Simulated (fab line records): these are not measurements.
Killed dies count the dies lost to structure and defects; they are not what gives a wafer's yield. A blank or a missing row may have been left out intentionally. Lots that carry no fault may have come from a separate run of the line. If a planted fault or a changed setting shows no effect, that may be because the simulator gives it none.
Struck lot and sound lot, side by side    flow n5Finfet    15 steps out of a route of 1938
Sound: the wafers L966.2, L966.3, L966.5. Struck: wafer L980.5; the same lot's L980.3 was not struck, so it is left out; see the end for the cause.
Each step with rows lists, per side, the tool, then ch with its chambers, then its first start. Under that, the readings that differ: sound wafers    struck wafers    difference of the means    sigmas: that difference in standard deviations of wafers without a fault.
alike: readings with means less than 2 such deviations apart, plus words and numbers identical on both sides. not compared: withheld readings, readings lacking a value on some wafer, bounds such as >300 that could conceal the same value, and numbers that have no deviation in the record and whose values overlap.
Wherever a step has rows on one side only, a row that says differs or no value, or a row with sigmas, the two part there. Non-overlapping numbers with no deviation appear without sigmas and do not part them. A reading missing from all wafers of one side parts the sides only when that side holds two or more wafers.

first, 7 steps without rows for these wafers: N5_PASSIVATION_COAT_04; N5_PASSIVATION_EBR_06; N5_PASSIVATION_SOFTBAKE_05 (time 90 s); N5_PASSIVATION_EXPOSE_07 (exposes mask TV, defocus 0 nm, target cd 3000 nm); N5_PASSIVATION_PEB_08; N5_PASSIVATION_DEVELOP_09 (develop time 60 s); N5_PASSIVATION_HARDBAKE_11 (time 120 s).
N5_PASSIVATION_CD_MEAS_10 targets a cd of 3000 nm.
  sound on cdSem-01 ch 0, day 12 23:34; struck on cdSem-01 ch 0, day 16 04:28
reading    sound                 struck  difference  sigmas
cdNm (nm)  3008.5 3002.3 3000.6  2995.0  -8.8        -3
N5_PASSIVATION_OVL_MEAS_60:
  sound on overlay-02 ch 0, day 12 23:36; struck on overlay-02 ch 0, day 16 04:30
  alike: TV_OVL
N5_PASSIVATION_INSPECT_61: inspects for defects (macro).
  sound on defectInspect-01 at day 12 23:38; struck on defectInspect-01 at day 16 04:31
  alike: rawDefectCount
N5_PASSIVATION_DESCUM_12: chemistry O2, time 7.9 s.
  sound on rieDiel-01 ch 1,2, day 12 23:40; struck on rieDiel-01 ch 3, day 16 04:42
reading                       sound              struck  difference  sigmas
o2FlowSccm (sccm)             224.1 224.2 225.0  225.8   +1.4        +2
oesProductAu (a.u.)           0.73 0.72 0.73     0.98    +0.25       +3
rfVppV (V)                    242.7 243.6 241.7  246.2   +3.5        +3
showerheadPlenumPTorr (Torr)  1.96 2.17 1.96     2.25    +0.22       +3
  alike: drypumpMotorCurrentA, throttleValvePct
  not compared: rfHoursCounterH
N5_PASSIVATION_PASS_ETCH_74: etches SiNx in CF4/O2, target depth 220 nm, time 110 s.
  sound on rieDiel-01 ch 1,2, day 12 23:44; struck on rieDiel-01 ch 3, day 16 04:46
reading                       sound           struck  difference  sigmas
oesProductAu (a.u.)           0.72 0.71 0.73  1.01    +0.29       +3
showerheadPlenumPTorr (Torr)  2.09 2.27 2.09  2.34    +0.19       +2
  alike: biasW, drypumpMotorCurrentA, rfVppV, throttleValvePct
  not compared: rfHoursCounterH
N5_PASSIVATION_VIA_ETCH_13: etches SiO2 in CHF3/O2, target depth 660 nm, time 330 s.
  sound on rieDiel-01 ch 1,2, day 12 23:49; struck on rieDiel-01 ch 3, day 16 04:52
reading                       sound           struck  difference  sigmas
etchRfOnTimeS (s)             238 245 242     380     +138        +19
showerheadPlenumPTorr (Torr)  2.28 2.48 2.28  2.56    +0.21       +3
  alike: drypumpMotorCurrentA, oesProductAu, rfVppV, throttleValvePct
  not compared: biasW, rfHoursCounterH
N5_PASSIVATION_STRIP_14: strips in O2.
  sound on rieDiel-01 ch 1,2, day 13 00:01; struck on rieDiel-01 ch 3, day 16 05:03
reading                       sound           struck  difference  sigmas
oesProductAu (a.u.)           0.72 0.72 0.74  0.98    +0.25       +3
showerheadPlenumPTorr (Torr)  1.97 2.17 1.97  2.26    +0.22       +3
  alike: drypumpMotorCurrentA, o2FlowSccm, rfVppV, throttleValvePct
  not compared: rfHoursCounterH
N5_PASSIVATION_PROBE_49:
  sound on prober-02 at day 13 06:23; struck on prober-01 at day 16 11:45
  alike: defectLimitedYield, killed_at_M0_to_M3, killed_at_M4_up, killedAtContacts, killedAtFrontEnd, killedAtOther, killedDies, killedOpen, killedShort, sort_bin_4_leakage, sort_bin_5_function, sort_bin_6_memory, sortNPass, sortYieldPct

== WHERE THEY PART ==
First at N5_PASSIVATION_CD_MEAS_10; last, within this record, at N5_PASSIVATION_STRIP_14. Later steps at which nothing parts them and some readings are alike: N5_PASSIVATION_PROBE_49.

WHY: the cause the simulator had injected
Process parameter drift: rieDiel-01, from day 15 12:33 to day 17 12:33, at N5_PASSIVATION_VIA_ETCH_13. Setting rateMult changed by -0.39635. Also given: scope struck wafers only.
